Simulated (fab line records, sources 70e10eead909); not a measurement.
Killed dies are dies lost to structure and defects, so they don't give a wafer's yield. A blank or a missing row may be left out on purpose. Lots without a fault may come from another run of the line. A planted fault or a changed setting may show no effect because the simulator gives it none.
fab line records | flow nand_harc
record lots=11 wafers=33 last_day=31
route steps=1302 shown A_CONTACT@985 END@1302
lots that met no fault: from a run of the same line without faults
start_h: hours from the record's first day to the start of the lot's first wafer shown | wait_h: hours since the lot's step before | " the same as in the row above | L1.1+2: a row that stands for several wafers | - no value, or no start given | * or withheld: withheld | < > ~ a bound
route shown NAME@n: a module of which the file shows steps, and the number in the route of the first | usual: mean/standard deviation of fault-free wafers | same: alike in all rows | chamber/n: place in a boat | sites: the reading at each site | _std_site: their standard deviation | _edge_site: outer sites' mean less inner sites' | radius_mm: how far each site lies from the wafer's centre | mask NAME#n: copy n | behind: the tool/chamber that last shaped the wafer | hold: why the lot was held/for how many hours/how that ended | device: the transistor (n, p or np) that didn't switch | end of line: the same wafers' tests at the end of the route | a step without rows: its recipe alone | killed: dies lost to structure and defects at the first sort, not the wafer's yield | map: a wafer's dies, x killed, . not, _ none there
set.NAME: the setting as run; set.NAME@STEP: as run at that earlier step | model.NAME: the simulator's own value behind a step, which no gauge read
steps of the route over a sample of lots; a table a step, a row a wafer
services: from which hour (start_h, from the record's first day; less than 0 if before it) a tool's chamber was out of use, for how many hours, and why
## steps
# step NHARC_A_CONTACT_DEP_28
# recipe target_thk_a=70000 temp_c=400 material=aC
# usual throttle_valve_pct=35.000/0.0089
# columns lot.wafer tool chamber start_h wait_h throttle_valve_pct
L595.1 acl_dep-01 0 498.29 0.7 34.999
L595.3 " 0 499.71 2.1 35.003
L595.6 " 0 501.83 4.2 35.019
L598.1 acl_dep-02 0 512.99 2.3 35.000
L598.2 " 0 " " 35.003
L598.3 " 0 " " 35.008
L597.2 acl_dep-03 0 513.38 2.8 34.997
L597.3 " 0 " " 34.994
L597.5 " 0 515.49 4.9 35.004
L599.2 acl_dep-03 0 525.32 0.8 34.992
L599.4 " 0 526.73 2.2 35.012
L599.6 " 0 528.14 3.6 35.002
L600.3 acl_dep-03 0 540.11 1.5 34.975
L600.5 " 0 541.56 3.0 34.993
L600.6 " 0 " " 34.997
L601.1 acl_dep-02 0 553.91 0.4 35.015
L601.3 " 0 555.33 1.8 34.990
L601.6 " 0 557.45 4.0 35.001
L604.1 acl_dep-01 0 569.40 2.8 35.015
L604.3 " 0 570.81 4.3 35.001
L604.4 " 0 " " 34.997
L603.2 acl_dep-03 0 570.40 3.7 35.009
L603.4 " 0 571.80 5.1 34.993
L603.6 " 0 573.21 6.5 34.993
L602.2 acl_dep-03 0 574.61 3.3 35.009
L602.4 " 0 576.03 4.7 34.999
L602.5 " 0 " " 34.996
L614.1 acl_dep-02 0 677.58 2.5 35.013
L614.3 " 0 679.01 3.9 35.006
L614.6 " 0 681.16 6.1 34.994
L615.2 acl_dep-01 0 679.04 3.4 35.010
L615.4 " 0 680.44 4.8 35.011
L615.6 " 0 681.83 6.2 34.992
# step NHARC_A_CONTACT_DESCUM_47
# recipe time_s=3 o2_flow_sccm=200 ar_flow_sccm=0 bias_power_w=0 chemistry=O2
# usual drypump_motor_current_A=5.6/0.38 oes_product_au=1.004/0.013 rf_vpp_V=57.9/0.89 showerhead_plenum_p_Torr=1.93/0.11 throttle_valve_pct=11.312/0.0097
# columns lot.wafer tool chamber start_h wait_h drypump_motor_current_A oes_product_au rf_hours_counter_h rf_vpp_V showerhead_plenum_p_Torr throttle_valve_pct
L595.1 rie_diel-05 3 503.46 0.1 5.4 1.016 15 58.7 1.87 11.329
L595.3 " 2 " " 5.1 0.996 14 57.3 1.79 11.321
L595.6 " 0 " " 6.0 0.994 - 59.8 2.07 11.316
L597.2 rie_diel-13 0 517.83 0.1 5.6 1.016 62 59.5 1.90 11.302
L597.3 " 3 " " 5.2 0.981 59 58.0 2.02 11.296
L597.5 " 0 " " 5.6 1.017 - 57.7 1.90 11.307
L598.2 rie_diel-05 2 518.06 0.1 5.1 1.000 16 58.5 1.79 11.304
L598.3 " 3 " " 5.4 1.011 17 57.6 1.87 11.307
L598.1 " 1 " " 6.2 1.003 18 58.1 2.07 11.305
L599.2 rie_diel-04 2 529.64 0.1 5.6 0.993 54 57.8 1.77 11.308
L599.4 " 1 " " 5.4 0.983 48 58.3 1.88 11.308
L599.6 " 2 " " 5.6 0.986 - 55.8 1.77 11.311
L600.3 rie_diel-04 1 543.96 0.1 5.4 0.970 0 57.7 1.87 11.307
L600.6 " 2 " " 5.6 0.991 - 58.2 2.08 11.312
L600.5 " 3 " " 6.2 1.003 - 57.3 1.81 11.302
L601.1 rie_diel-13 0 559.10 0.1 5.6 1.009 10 58.4 1.89 11.318
L601.3 " 1 " " 5.9 0.995 11 57.7 1.79 11.317
L601.6 " 0 " " 5.6 1.010 - 57.7 1.89 11.319
L604.3 rie_diel-13 3 574.59 0.1 5.2 1.003 20 57.4 2.01 11.302
L604.1 " 0 " " 5.6 1.008 15 58.1 1.89 11.330
L604.4 " 1 " " 5.9 0.965 16 57.7 1.78 11.307
L603.4 rie_diel-05 3 574.84 0.1 5.4 1.012 26 56.9 1.86 11.306
L603.2 " 1 " " 6.2 1.004 29 58.9 2.07 11.315
L603.6 " 0 " " 6.0 0.998 - 57.6 2.07 11.305
L602.4 rie_diel-05 0 578.97 0.1 6.0 1.005 29 59.2 2.07 11.308
L602.2 " 1 " " 6.2 1.010 29 58.9 2.07 11.312
L602.5 " 2 " " 5.1 1.015 - 57.4 1.78 11.294
L614.1 rie_diel-05 0 682.91 0.1 6.0 1.008 16 57.6 2.06 11.295
L614.3 " 1 " " 6.2 1.019 15 58.6 2.06 11.297
L614.6 " 3 " " 5.4 1.010 - 57.8 1.86 11.325
L615.4 rie_diel-05 3 683.47 0.1 5.4 0.996 18 56.6 1.86 11.316
L615.2 " 0 " " 6.0 0.997 17 58.2 2.06 11.301
L615.6 " 1 " " 6.2 1.007 - 58.0 2.06 11.306
# step NHARC_A_CONTACT_ETCH_49
# recipe target_depth_a=2600 over_etch_frac=0.3 time_s=475.3 ion_energy_ev=200 n2_flow_sccm=150 h2_flow_sccm=150 ar_flow_sccm=0 rf_w=400 bias_w=150 chemistry=N2/H2
# usual drypump_motor_current_A=5.6/0.37 oes_product_au=1.003/0.013 rf_vpp_V=431/3.4 showerhead_plenum_p_Torr=2.07/0.12 throttle_valve_pct=14.170/0.0092
# columns lot.wafer tool chamber start_h wait_h drypump_motor_current_A oes_product_au rf_hours_counter_h rf_vpp_V showerhead_plenum_p_Torr throttle_valve_pct
L595.3 rie_diel-05 2 - - 5.1 1.010 14 426 1.90 14.177
L595.1 " 3 " " 5.4 1.019 15 428 1.99 14.187
L595.6 " 1 " " 6.2 1.015 - 435 2.21 14.164
L597.2 rie_diel-13 3 - - 5.2 0.974 59 433 2.16 14.164
L597.3 " 0 " " 5.6 1.013 62 430 2.02 14.168
L597.5 " 0 " " 5.6 1.016 - 431 2.02 14.184
L598.1 rie_diel-05 0 - - 6.0 0.996 19 435 2.21 14.164
L598.2 " 1 " " 6.2 0.993 18 435 2.21 14.168
L598.3 " 2 " " 5.2 1.000 16 426 1.90 14.150
L599.2 rie_diel-04 1 - - 5.4 0.994 48 429 2.00 14.168
L599.4 " 2 " " 5.6 1.001 54 427 1.88 14.182
L599.6 " 0 " " 5.7 1.029 - 432 2.15 14.158
L600.3 rie_diel-04 3 - - 6.1 1.014 0 427 1.92 14.168
L600.6 " 2 " " 5.6 0.995 - 434 2.22 14.180
L600.5 " 3 " " 6.2 1.015 - 428 1.92 14.185
L601.3 rie_diel-13 0 - - 5.6 1.004 10 431 2.02 14.175
L601.1 " 1 " " 5.9 0.988 11 427 1.90 14.172
L601.6 " 3 " " 5.2 1.011 - 433 2.15 14.169
L604.1 rie_diel-13 3 - - 5.2 1.006 20 433 2.15 14.172
L604.3 " 0 " " 5.6 1.008 16 430 2.02 14.188
L604.4 " 2 " " 5.2 1.010 19 433 2.10 14.168
L603.2 rie_diel-05 2 - - 5.1 1.007 26 427 1.90 14.157
L603.4 " 0 " " 6.0 1.008 28 435 2.21 14.169
L603.6 " 3 " " 5.4 1.000 - 428 1.99 14.178
L602.2 rie_diel-05 3 - - 5.4 1.003 27 429 1.99 14.161
L602.4 " 1 " " 6.2 1.008 29 434 2.21 14.155
L602.5 " 3 " " 5.4 1.006 - 429 1.98 14.167
L614.1 rie_diel-05 1 - - 6.2 1.010 15 437 2.20 14.160
L614.3 " 2 " " 5.1 1.004 16 427 1.89 14.174
L614.6 " 3 " " 5.4 1.005 - 428 1.98 14.182
L615.2 rie_diel-05 3 - - 5.4 1.012 19 430 1.98 14.156
L615.4 " 0 " " 6.0 1.004 17 435 2.20 14.174
L615.6 " 0 " " 6.0 1.004 - 436 2.20 14.152
# step NHARC_A_CONTACT_ETCH_51
# recipe target_depth_a=70000 over_etch_frac=0.3 time_s=1820 ion_energy_ev=150 o2_flow_sccm=400 cos_flow_sccm=20 ar_flow_sccm=0 rf_w=500 bias_w=300 chemistry=O2/COS
# usual drypump_motor_current_A=5.6/0.38 o2_flow_sccm=400.0/1.1 oes_product_au=1.002/0.013 rf_vpp_V=314.4/2.7 showerhead_plenum_p_Torr=3.15/0.18 throttle_valve_pct=28.330/0.0087
# columns lot.wafer tool chamber start_h wait_h drypump_motor_current_A o2_flow_sccm oes_product_au rf_hours_counter_h rf_vpp_V showerhead_plenum_p_Torr throttle_valve_pct
L595.3 rie_diel-05 1 504.32 - 6.2 401.5 1.004 16 319.0 3.36 28.322
L595.1 " 2 " " 5.1 400.6 0.998 14 311.3 2.93 28.328
L595.6 " 0 " " 6.0 400.8 0.999 - 316.9 3.36 28.334
L597.2 rie_diel-13 1 518.60 - 5.9 398.0 1.016 59 311.5 2.93 28.337
L597.3 " 3 " " 5.2 400.8 0.968 60 316.5 3.29 28.337
L597.5 " 0 " " 5.6 398.6 1.011 - 313.0 3.10 28.323
L598.2 rie_diel-05 3 518.82 - 5.4 400.3 1.024 18 315.1 3.05 28.309
L598.3 " 1 " " 6.2 398.9 1.008 19 318.8 3.36 28.337
L598.1 " 2 " " 5.1 398.4 0.995 17 311.1 2.92 28.335
L599.2 rie_diel-04 1 530.38 - 5.4 399.7 0.988 49 313.8 3.06 28.340
L599.4 " 3 " " 6.2 399.3 1.003 53 312.0 2.96 28.320
L599.6 " 0 " " 5.8 398.7 1.009 - 317.9 3.28 28.329
L600.3 rie_diel-04 2 544.98 - 5.6 400.3 0.978 1 317.9 3.37 28.325
L600.5 " 3 " " 6.2 400.8 0.999 - 310.6 2.96 28.325
L600.6 " 0 " " 5.7 400.6 1.031 - 314.5 3.28 28.349
L601.1 rie_diel-13 0 559.70 - 5.6 398.7 1.018 11 314.1 3.09 28.329
L601.3 " 1 " " 5.9 398.3 0.992 12 310.5 2.93 28.347
L601.6 " 0 " " 5.6 401.2 1.014 - 314.4 3.09 28.323
L604.4 rie_diel-13 2 575.22 - 5.2 398.6 1.001 19 315.9 3.21 28.329
L604.3 " 3 " " 5.2 399.0 1.000 20 317.0 3.28 28.347
L604.1 " 1 " " 5.9 398.1 0.983 17 310.7 2.92 28.322
L603.4 rie_diel-05 0 575.57 - 6.0 402.1 1.005 29 318.3 3.36 28.321
L603.2 " 1 " " 6.2 401.3 1.011 29 318.1 3.36 28.346
L603.6 " 3 " " 5.4 399.8 1.017 - 313.0 3.05 28.330
L602.4 rie_diel-05 0 579.94 - 6.0 399.8 1.011 30 317.8 3.36 28.331
L602.2 " 1 " " 6.2 402.7 1.008 30 317.6 3.36 28.321
L602.5 " 2 " " 5.2 400.1 1.004 - 311.0 2.92 28.330
L614.3 rie_diel-05 2 683.51 - 5.1 399.2 0.994 16 311.0 2.91 28.332
L614.1 " 3 " " 5.4 598.5 1.003 18 313.9 3.90 37.141
L614.6 " 3 " " 5.4 601.8 1.005 - 312.1 3.90 37.134
L615.2 rie_diel-05 2 684.93 - 5.1 400.4 0.998 17 310.0 2.91 28.332
L615.4 " 3 " " 5.4 599.3 1.011 19 312.0 3.90 37.120
L615.6 " 1 " " 6.2 399.4 1.001 - 317.5 3.35 28.332
# step NHARC_END_SORT_01
# recipe temp_c=25
# usual killed_at_array=54/17 killed_at_other=0.7/1 killed_at_periphery=3.7/2.9 killed_dies=58/16 killed_open=3.2/1.9 killed_short=2.2/1.5
# same gross_dies=677
# columns lot.wafer tool chamber start_h wait_h killed_at_array killed_at_other killed_at_periphery killed_dies killed_open killed_short
L595.1 prober-02 0 573.14 2.5 88 0 2 90 5 3
L595.3 prober-02 0 574.72 3.1 79 0 3 82 1 3
L595.6 prober-02 0 577.09 3.9 90 0 1 91 3 1
L598.1 prober-02 0 587.94 2.5 91 1 2 94 0 3
L598.2 prober-02 0 588.75 2.8 89 0 7 96 6 2
L598.3 prober-02 0 589.55 3.1 78 0 3 81 3 3
L597.2 prober-01 0 588.76 2.8 49 0 0 49 2 3
L597.3 prober-01 0 589.55 3.1 53 1 4 58 2 1
L597.5 prober-01 0 591.13 3.7 55 1 4 60 5 0
L599.2 prober-01 0 598.20 2.8 63 1 4 68 1 2
L599.4 prober-01 0 599.81 3.4 59 1 6 66 4 1
L599.6 prober-01 0 601.43 4.0 55 0 3 58 1 1
L600.3 prober-02 0 616.92 3.1 60 0 0 60 5 5
L600.5 prober-02 0 618.53 3.7 38 0 0 38 1 2
L600.6 prober-02 0 619.34 4.0 53 0 0 53 6 1
L601.1 prober-01 0 631.18 2.5 52 2 3 57 2 2
L601.3 prober-01 0 632.75 3.1 54 1 1 56 2 2
L601.6 prober-01 0 635.12 3.9 55 0 3 58 3 2
L604.1 prober-02 0 645.61 2.5 70 2 4 76 1 1
L604.3 prober-02 0 647.20 3.1 81 2 3 86 5 0
L604.4 prober-02 0 647.99 3.4 57 0 3 60 5 0
L603.2 prober-01 0 646.34 2.8 63 0 5 68 5 3
L603.4 prober-01 0 647.92 3.4 55 0 1 56 4 1
L603.6 prober-01 0 649.51 4.0 57 1 4 62 2 2
L602.2 prober-01 0 654.08 2.8 52 0 1 53 3 3
L602.4 prober-01 0 655.68 3.4 49 0 1 50 2 3
L602.5 prober-01 0 656.48 3.7 50 1 1 52 5 3
L614.1 prober-02 0 750.52 2.5 48 0 7 55 1 5
L614.3 prober-02 0 752.13 3.1 55 0 5 60 7 2
L614.6 prober-02 0 754.55 4.0 25 0 7 32 3 0
L615.2 prober-01 0 751.37 2.8 23 1 0 24 3 1
L615.4 prober-01 0 752.93 3.4 33 0 3 36 3 5
L615.6 prober-01 0 754.49 3.9 27 0 3 30 5 0
# killed by level:class
L595.1 A_CHANNEL_HOLE_D1:chamber_film_flake=29 A_CHANNEL_HOLE_D2:chamber_film_flake=25 A_SLIT:chamber_film_flake=19 A_CHANNEL_FILL_D1:chamber_film_flake=2 A_SGD_CUT:chamber_film_flake=2 A_ONON_D1:geometric_particle:short=1 A_CHANNEL_FILL_D1:geometric_particle:open=1 A_CHANNEL_FILL_D1:geometric_particle:short=1
L595.3 A_CHANNEL_HOLE_D1:chamber_film_flake=31 A_CHANNEL_HOLE_D2:chamber_film_flake=20 A_SLIT:chamber_film_flake=11 A_CONTACT:chamber_film_flake=5 A_CHANNEL_FILL_D1:chamber_film_flake=3 A_ONON_D2:geometric_particle:short=2 P_BONDPAD:chamber_film_flake=2 A_SGD_CUT:chamber_film_flake=2
L595.6 A_CHANNEL_HOLE_D2:chamber_film_flake=31 A_CHANNEL_HOLE_D1:chamber_film_flake=28 A_SLIT:chamber_film_flake=19 A_CONTACT:chamber_film_flake=4 A_SGD_CUT:chamber_film_flake=3 A_CHANNEL_FILL_D1:geometric_particle:open=1 A_WL_FILL:geometric_particle:short=1 A_BLC:geometric_particle:open=1
L598.1 A_CHANNEL_HOLE_D1:chamber_film_flake=36 A_CHANNEL_HOLE_D2:chamber_film_flake=34 A_SLIT:chamber_film_flake=16 A_CONTACT:chamber_film_flake=4 P_CONTACT:geometric_particle:short=1 P_M2:geometric_particle:short=1 A_M0:geometric_particle:short=1 THIN_TSV:chamber_film_flake=1
L598.2 A_CHANNEL_HOLE_D2:chamber_film_flake=30 A_CHANNEL_HOLE_D1:chamber_film_flake=25 A_SLIT:chamber_film_flake=23 A_CONTACT:chamber_film_flake=6 P_M1:chamber_film_flake=3 P_GATE:geometric_particle:open=1 P_CONTACT:geometric_particle:short=1 P_M1:geometric_particle:open=1
L597.2 A_CHANNEL_HOLE_D1:chamber_film_flake=29 A_CHANNEL_HOLE_D2:chamber_film_flake=5 A_M1:chamber_film_flake=5 A_CONTACT:chamber_film_flake=3 A_SOURCE_PLATE:geometric_particle:short=1 A_CHANNEL_FILL_D1:geometric_particle:short=1 A_CHANNEL_FILL_D1:geometric_particle:open=1 A_CHANNEL_HOLE_D2:geometric_particle:open=1
L597.3 A_CHANNEL_HOLE_D1:chamber_film_flake=37 A_CHANNEL_HOLE_D2:chamber_film_flake=8 A_CONTACT:chamber_film_flake=3 A_M1:chamber_film_flake=2 P_M0:geometric_particle:short=1 P_M1:geometric_particle:open=1 A_DECK1_JOINT:geometric_particle:open=1 P_STI:chamber_film_flake=1
L598.3 A_CHANNEL_HOLE_D1:chamber_film_flake=30 A_CHANNEL_HOLE_D2:chamber_film_flake=21 A_SLIT:chamber_film_flake=16 A_CONTACT:chamber_film_flake=3 A_CHANNEL_FILL_D1:geometric_particle:short=2 P_GATE:chamber_film_flake=2 A_STAIRCASE:chamber_film_flake=2 P_M1:geometric_particle:open=1
L597.5 A_CHANNEL_HOLE_D1:chamber_film_flake=39 A_CHANNEL_HOLE_D2:chamber_film_flake=5 A_CONTACT:chamber_film_flake=4 A_M0:geometric_particle:open=2 P_STI:chamber_film_flake=2 P_CONTACT:geometric_particle:open=1 A_DECK1_JOINT:geometric_particle:open=1 A_SGD_CUT:geometric_particle:open=1
L599.2 A_CHANNEL_HOLE_D1:chamber_film_flake=30 A_SLIT:chamber_film_flake=21 A_CHANNEL_HOLE_D2:chamber_film_flake=6 P_STI:chamber_film_flake=3 A_CHANNEL_FILL_D1:geometric_particle:short=1 A_CHANNEL_FILL_D2:geometric_particle:short=1 A_CONTACT:geometric_particle:open=1 P_GATE:chamber_film_flake=1
L599.4 A_SLIT:chamber_film_flake=23 A_CHANNEL_HOLE_D1:chamber_film_flake=20 A_CHANNEL_HOLE_D2:chamber_film_flake=7 P_STI:chamber_film_flake=4 P_GATE:chamber_film_flake=2 A_ONON_D1:geometric_particle:open=1 A_ONON_D1:geometric_particle:short=1 A_CHANNEL_FILL_D1:geometric_particle:open=1
L599.6 A_CHANNEL_HOLE_D1:chamber_film_flake=26 A_SLIT:chamber_film_flake=23 P_STI:chamber_film_flake=2 A_CHANNEL_FILL_D1:geometric_particle:short=1 A_M1:geometric_particle:open=1 P_GATE:chamber_film_flake=1 A_ZERO_WELL:chamber_film_flake=1 A_CHANNEL_HOLE_D2:chamber_film_flake=1
L600.3 A_CHANNEL_HOLE_D2:chamber_film_flake=38 A_CONTACT:chamber_film_flake=9 A_ONON_D1:geometric_particle:short=2 A_DECK1_JOINT:geometric_particle:open=2 A_CHANNEL_HOLE_D1:chamber_film_flake=2 A_CHANNEL_HOLE_D1:geometric_particle:open=1 A_CHANNEL_HOLE_D1:geometric_particle:short=1 A_CHANNEL_FILL_D2:geometric_particle:open=1
L600.5 A_CHANNEL_HOLE_D2:chamber_film_flake=29 A_CHANNEL_HOLE_D1:chamber_film_flake=2 A_CONTACT:chamber_film_flake=2 A_BLC:geometric_particle:open=1 A_CHANNEL_FILL_D2:geometric_particle:short=1 A_SGD_CUT:geometric_particle:short=1 A_CHANNEL_FILL_D1:chamber_film_flake=1 A_M0:chamber_film_flake=1
L600.6 A_CHANNEL_HOLE_D2:chamber_film_flake=34 A_CONTACT:chamber_film_flake=6 A_CHANNEL_FILL_D1:geometric_particle:open=3 A_CHANNEL_FILL_D1:chamber_film_flake=2 A_M0:chamber_film_flake=2 A_ONON_D1:geometric_particle:open=1 A_CHANNEL_FILL_D2:geometric_particle:open=1 A_SGD_CUT:geometric_particle:short=1
L601.1 A_SLIT:chamber_film_flake=28 A_CHANNEL_HOLE_D2:chamber_film_flake=10 A_CONTACT:chamber_film_flake=4 A_WL_FILL:chamber_film_flake=3 A_CHANNEL_HOLE_D1:chamber_film_flake=2 THIN_TSV:chamber_film_flake=2 P_CONTACT:geometric_particle:short=1 P_M0:geometric_particle:short=1
L601.3 A_SLIT:chamber_film_flake=28 A_CHANNEL_HOLE_D2:chamber_film_flake=8 A_WL_FILL:chamber_film_flake=5 A_CHANNEL_HOLE_D1:chamber_film_flake=4 A_CONTACT:chamber_film_flake=3 A_ONON_D2:geometric_particle:short=1 A_WL_FILL:geometric_particle:open=1 A_WL_FILL:geometric_particle:short=1
L601.6 A_SLIT:chamber_film_flake=31 A_CHANNEL_HOLE_D2:chamber_film_flake=6 A_CHANNEL_HOLE_D1:chamber_film_flake=4 A_WL_FILL:chamber_film_flake=3 A_CONTACT:chamber_film_flake=3 P_STI:chamber_film_flake=2 A_STAIRCASE:chamber_film_flake=2 A_CHANNEL_FILL_D1:geometric_particle:open=1
L604.1 A_SLIT:chamber_film_flake=32 A_CHANNEL_HOLE_D2:chamber_film_flake=28 A_CHANNEL_HOLE_D1:chamber_film_flake=5 P_GATE:chamber_film_flake=3 THIN_TSV:chamber_film_flake=2 A_CHANNEL_FILL_D1:geometric_particle:open=1 A_CHANNEL_FILL_D1:geometric_particle:short=1 P_ZERO_WELL:chamber_film_flake=1
L603.2 A_CHANNEL_HOLE_D1:chamber_film_flake=30 A_CHANNEL_HOLE_D2:chamber_film_flake=16 A_CONTACT:chamber_film_flake=6 A_SLIT:chamber_film_flake=3 A_CHANNEL_FILL_D2:geometric_particle:open=2 P_ZERO_WELL:chamber_film_flake=2 P_STI:geometric_particle:open=1 P_GATE:geometric_particle:open=1
L604.3 A_CHANNEL_HOLE_D2:chamber_film_flake=33 A_SLIT:chamber_film_flake=29 A_CHANNEL_HOLE_D1:chamber_film_flake=4 A_STAIRCASE:chamber_film_flake=3 A_CONTACT:chamber_film_flake=3 A_M1:geometric_particle:open=2 P_GATE:chamber_film_flake=2 A_CHANNEL_FILL_D1:chamber_film_flake=2
L603.4 A_CHANNEL_HOLE_D1:chamber_film_flake=30 A_CHANNEL_HOLE_D2:chamber_film_flake=10 A_CONTACT:chamber_film_flake=6 A_STAIRCASE:chamber_film_flake=2 A_WL_FILL:chamber_film_flake=2 P_M1:geometric_particle:open=1 A_ONON_D2:geometric_particle:short=1 A_CHANNEL_FILL_D2:geometric_particle:open=1
L604.4 A_CHANNEL_HOLE_D2:chamber_film_flake=30 A_SLIT:chamber_film_flake=15 A_CONTACT:chamber_film_flake=3 A_BLC:geometric_particle:open=2 P_GATE:chamber_film_flake=2 A_CHANNEL_HOLE_D1:chamber_film_flake=2 A_STAIRCASE:chamber_film_flake=2 A_CHANNEL_FILL_D1:geometric_particle:open=1
L603.6 A_CHANNEL_HOLE_D1:chamber_film_flake=35 A_CHANNEL_HOLE_D2:chamber_film_flake=7 A_CONTACT:chamber_film_flake=5 A_WL_FILL:chamber_film_flake=4 P_ZERO_WELL:chamber_film_flake=2 A_SLIT:chamber_film_flake=2 P_GATE:geometric_particle:open=1 A_CHANNEL_HOLE_D1:geometric_particle:short=1
L602.2 A_CHANNEL_HOLE_D2:chamber_film_flake=38 A_CHANNEL_HOLE_D1:chamber_film_flake=4 A_CHANNEL_FILL_D2:chamber_film_flake=2 A_CONTACT:chamber_film_flake=2 P_CONTACT:geometric_particle:open=1 A_CHANNEL_HOLE_D1:geometric_particle:short=1 A_CHANNEL_FILL_D1:geometric_particle:open=1 A_CHANNEL_HOLE_D2:geometric_particle:short=1
L602.4 A_CHANNEL_HOLE_D2:chamber_film_flake=32 A_CHANNEL_HOLE_D1:chamber_film_flake=3 A_SLIT:chamber_film_flake=3 A_BLC:geometric_particle:open=2 A_CHANNEL_FILL_D1:chamber_film_flake=2 A_CONTACT:chamber_film_flake=2 A_ONON_D1:geometric_particle:short=1 A_CHANNEL_FILL_D1:geometric_particle:short=1
L602.5 A_CHANNEL_HOLE_D2:chamber_film_flake=34 A_CHANNEL_HOLE_D1:chamber_film_flake=5 A_ONON_D1:geometric_particle:short=2 A_CONTACT:chamber_film_flake=2 P_STI:geometric_particle:open=1 A_ONON_D1:geometric_particle:open=1 A_CHANNEL_FILL_D1:geometric_particle:open=1 A_ONON_D2:geometric_particle:open=1
L614.1 A_SLIT:chamber_film_flake=19 A_CHANNEL_HOLE_D1:chamber_film_flake=14 P_M1:chamber_film_flake=5 A_STAIRCASE:chamber_film_flake=4 A_CONTACT:chamber_film_flake=4 A_CHANNEL_HOLE_D2:chamber_film_flake=2 P_CONTACT:geometric_particle:open=1 A_DECK1_JOINT:geometric_particle:short=1
L615.2 A_CHANNEL_HOLE_D1:chamber_film_flake=9 A_CONTACT:chamber_film_flake=7 A_SLIT:chamber_film_flake=2 A_ONON_D1:geometric_particle:open=1 A_STAIRCASE:geometric_particle:open=1 A_M0:geometric_particle:short=1 A_M0:geometric_particle:open=1 A_CHANNEL_FILL_D2:chamber_film_flake=1
L614.3 A_SLIT:chamber_film_flake=20 A_CHANNEL_HOLE_D1:chamber_film_flake=16 A_CONTACT:chamber_film_flake=5 P_CONTACT:chamber_film_flake=3 A_STAIRCASE:chamber_film_flake=3 A_ONON_D1:geometric_particle:open=2 A_CHANNEL_FILL_D2:chamber_film_flake=2 P_CONTACT:geometric_particle:open=1
L615.4 A_CHANNEL_HOLE_D1:chamber_film_flake=9 A_SLIT:chamber_film_flake=9 A_CONTACT:chamber_film_flake=5 P_GATE:geometric_particle:short=1 P_CONTACT:geometric_particle:open=1 A_ONON_D1:geometric_particle:short=1 A_CHANNEL_FILL_D1:geometric_particle:short=1 A_CHANNEL_FILL_D1:geometric_particle:open=1
L615.6 A_CHANNEL_HOLE_D1:chamber_film_flake=17 A_SLIT:chamber_film_flake=2 A_CONTACT:chamber_film_flake=2 P_CONTACT:geometric_particle:open=1 P_M0:geometric_particle:open=1 A_CHANNEL_FILL_D1:geometric_particle:open=1 A_ONON_D2:geometric_particle:open=1 A_SGD_CUT:geometric_particle:open=1
L614.6 A_SLIT:chamber_film_flake=14 A_CONTACT:chamber_film_flake=7 P_CONTACT:chamber_film_flake=3 P_GATE:geometric_particle:open=2 P_M1:chamber_film_flake=2 A_CHANNEL_HOLE_D2:chamber_film_flake=2 A_BLC:geometric_particle:open=1 A_CHANNEL_HOLE_D1:chamber_film_flake=1
## services
# columns tool chamber start_h hours kind
acl_dep-03 - 485.61 13.0 pm
rie_diel-05 0 490.36 - clean
rie_diel-05 1 490.36 - clean
rie_diel-05 2 490.36 - clean
rie_diel-05 3 490.36 - clean
rie_diel-05 0 515.29 - clean
rie_diel-05 1 515.29 - clean
rie_diel-05 2 515.29 - clean
rie_diel-05 3 515.29 - clean
rie_diel-13 - 519.23 9.0 pm
rie_diel-05 3 527.51 9.3 repair
rie_diel-05 2 531.77 4.5 repair
rie_diel-04 - 534.14 9.0 pm
rie_diel-05 0 539.79 - clean
rie_diel-05 1 539.79 - clean
rie_diel-13 0 543.73 4.0 repair
rie_diel-05 2 551.06 3.3 repair
rie_diel-05 0 551.64 4.9 repair
acl_dep-01 - 552.60 13.0 pm
rie_diel-05 - 584.45 9.0 pm
acl_dep-02 - 611.89 13.0 pm
rie_diel-13 0 650.82 5.1 repair
acl_dep-03 - 668.43 13.0 pm
rie_diel-04 0 672.65 1.5 repair
## key
first_sign step=NHARC_A_CONTACT_ETCH_51 reading=throttle_valve_pct direction=up sigmas=99+ usual=28.330 struck=37.132
effect step=NHARC_A_CONTACT_ETCH_51 reading=o2_flow_sccm direction=up sigmas=99+ usual=* struck=*
met_at NHARC_A_CONTACT_ETCH_51
struck_lots L614,L615
struck_wafers L614.1,L614.6,L615.4
tester_left_out L614,L615
not_acting_at NHARC_A_CONTACT_DEP_28,NHARC_A_CONTACT_DESCUM_47,NHARC_A_CONTACT_ETCH_49
onset_between 575.57 683.51
fault kind=process_parameter_drift tool=rie_diel-05 chamber=3 onset_h=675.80 steps=NHARC_A_CONTACT_ETCH_51 channel=o2_flow_sccm offset=* shape=step end_h=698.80 acts_in=* stated=*
# tester_left_out: of these lots the tester's yield and bins aren't shown, on N5 and GAA mostly nor the transistor test; their killed dies are dies lost to structure and defects alone, not to doping, threshold or leakage, so they don't give the yield
